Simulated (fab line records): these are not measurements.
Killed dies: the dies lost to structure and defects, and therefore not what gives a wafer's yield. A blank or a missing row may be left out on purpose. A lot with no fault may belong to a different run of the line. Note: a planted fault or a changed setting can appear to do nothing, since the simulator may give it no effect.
8D (eight disciplines) problem report, filled in by code ; flow n5 finfet ; the parts of the form that need people (team, actions taken, sign-off) are left out
Where a reading is given only as a bound, like >300, the bound stands for it, and a mean or a difference that rests on one is marked > or <: the true number lies beyond.

1. THE ISSUE
Mean of raw defect count at N5_DUMMY_GATE_INSPECT_27: 841 across 6 wafers in 2 lots; on wafers with no fault it is 298 (standard deviation 81). Relative to the usual mean, that is a shift of +6.7 standard deviations.
The step: inspects for defects (brightfield).
Earliest sighting: wafer L684.1 on defect inspect-02 at day 6 23:52. At this step, 30 wafers from 10 lots have a number in the record. The rule behind "out" and "out of limits": a value lying over 4 standard deviations away from the usual mean. All remaining wafers that have a number are taken as sound.

2. WHAT IT IS, AND WHAT IT ISN'T
question;is;is not
which readings at this step;raw defect count;-
which lots;L684, L685;L668, L670, L672, L673, L676, L686, L688, L691
which wafers of those lots;all that have a number;-
read on which gauges;defect inspect-02;defect inspect-01
when;from day 6 23:52;"up to then (15 sound wafers); but 9 sound wafers of L686, L688, L691 came after"

3. WHAT RULES OUT EACH SUSPECT
Counting: a tool stays on the suspect list if, at a process step up to the reading, it processed all lots that are out and no sound lot following the first of them.
- the gauge at N5_DUMMY_GATE_INSPECT_27 has been ruled out. All the wafers that are out were read on defect inspect-02, but those of them that N5_SPACER0_INSPECT_04 has rows for are out there too, on other tools.
- plasma asher-01 at N5_STI_FIN_REVEAL_OXIDATION_33 (chemistry O2 PLASMA REMOTE, time 20 s): ruled out as a lasting fault. After its first lot that is out, L684 (day 6 13:15), sound lots L686, L688, L691 ran on it.
- rie diel-02 at N5_DUMMY_GATE_ETCH_36 (etches SiARC in CF4, target depth 13 nm): kept. It processed each lot that is out, first L684 at day 6 22:34, and no sound lot thereafter; up to then, the last sound lot it processed was L676 at day 5 06:04.
Left after counting: rie diel-02 at N5_DUMMY_GATE_ETCH_36.

4. THE CAUSE (what the simulator had put in)
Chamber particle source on rie diel-02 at N5_DUMMY_GATE_ETCH_36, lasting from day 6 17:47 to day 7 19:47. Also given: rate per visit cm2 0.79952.
After counting, this tool was the only one left.

5. SEQUENCE OF EFFECTS, ordered by route
Rows list readings where the struck wafers' mean (over those with a number) sits beyond 3 standard deviations from the usual. Only readings for which the record gives a usual standard deviation are gone through. hours: the time from each lot's start at the first step in this table that gives one to its start at this step, as a median over the lots. sigmas: the change in usual standard deviations.
hours;step;reading;usual;on struck wafers;change;sigmas
0;N5_DUMMY_GATE_INSPECT_27;raw defect count;298;841;+543;+6.7
1;N5_SPACER0_INSPECT_04;raw defect count;137;656;+518;+16
1;N5_SD_EPI_N_INSPECT_11;raw defect count;2.0;>300;>+298;+99 or more
7;N5_SD_EPI_N_INSPECT_26;raw defect count;205;738;+533;+13
235;N5_PASSIVATION_PROBE_49;killed at front end;39;137;+98;+8.9
235;N5_PASSIVATION_PROBE_49;killed dies;101;188;+87;+4.3
It contains these process steps:
- N5_PASSIVATION_PROBE_49

6. HOW IT WOULD HAVE BEEN CAUGHT EARLIER
6 hours passed between the start of the fault at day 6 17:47 and the first reading out of limits at a measuring or inspecting step in this record, taken at day 6 23:52.
Tool readings at N5_DUMMY_GATE_ETCH_36 with a usual standard deviation given in the record: none out on any struck wafer, hence no alarm at a limit of 4 standard deviations on them.
L685, from the lots that are out (2), started N5_DUMMY_GATE_ETCH_36 on rie diel-02 later than day 6 23:52. A tool hold placed at that time would have kept it from harm.
